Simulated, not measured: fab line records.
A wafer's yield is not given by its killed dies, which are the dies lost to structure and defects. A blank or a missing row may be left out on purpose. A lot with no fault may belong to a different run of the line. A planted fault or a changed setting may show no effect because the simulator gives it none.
Matching of chambers    flow nand_harc    4 sister chambers for NHARC_A_STAIRCASE_DESCUM_11 on rie_diel-12
The step chemistry O2, time 3 s. 4 wafers are shown with their chamber, then 7 later ones without.

## WAFERS WITH THEIR CHAMBER
wafer   chamber  drypump_motor_current_A (A)
L152.6  2        6.2
L165.5  0        5.9
L165.6  3        5.8
L170.1  1        5.8

## WAFERS WITHOUT THEIR CHAMBER
wafer   drypump_motor_current_A (A)
L170.2  5.9
L170.3  6.2
L169.1  5.9
L169.2  5.7
L174.2  6.2
L174.3  5.8
L174.6  6.2

## THE CHAMBER EACH PASSED THROUGH
wafer   from the rows above      in truth
L170.2  0                        0
L170.3  2                        2
L169.1  0                        0
L169.2  can't be placed: 1 or 3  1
L174.2  2                        2
L174.3  can't be placed: 1 or 3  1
L174.6  2                        2
Correct placement for 5 of the 7. Can't be placed from these rows: 2 (the true chamber is among the candidates in 2). Placed wrongly: 0.
How it was worked out, from the rows above alone: a wafer's distance from a chamber is the root of the sum, over the readings, of the square of ((its reading less the chamber's mean) divided by the reading's scatter). If the next closest chamber is less than 2 further off than the closest, the wafer can't be placed; otherwise it belongs to the closest. The mean given for a chamber averages the wafers shown for that chamber. The scatter: root of mean squared gap, hidden wafer to nearest shown wafer, with one shown wafer a chamber.
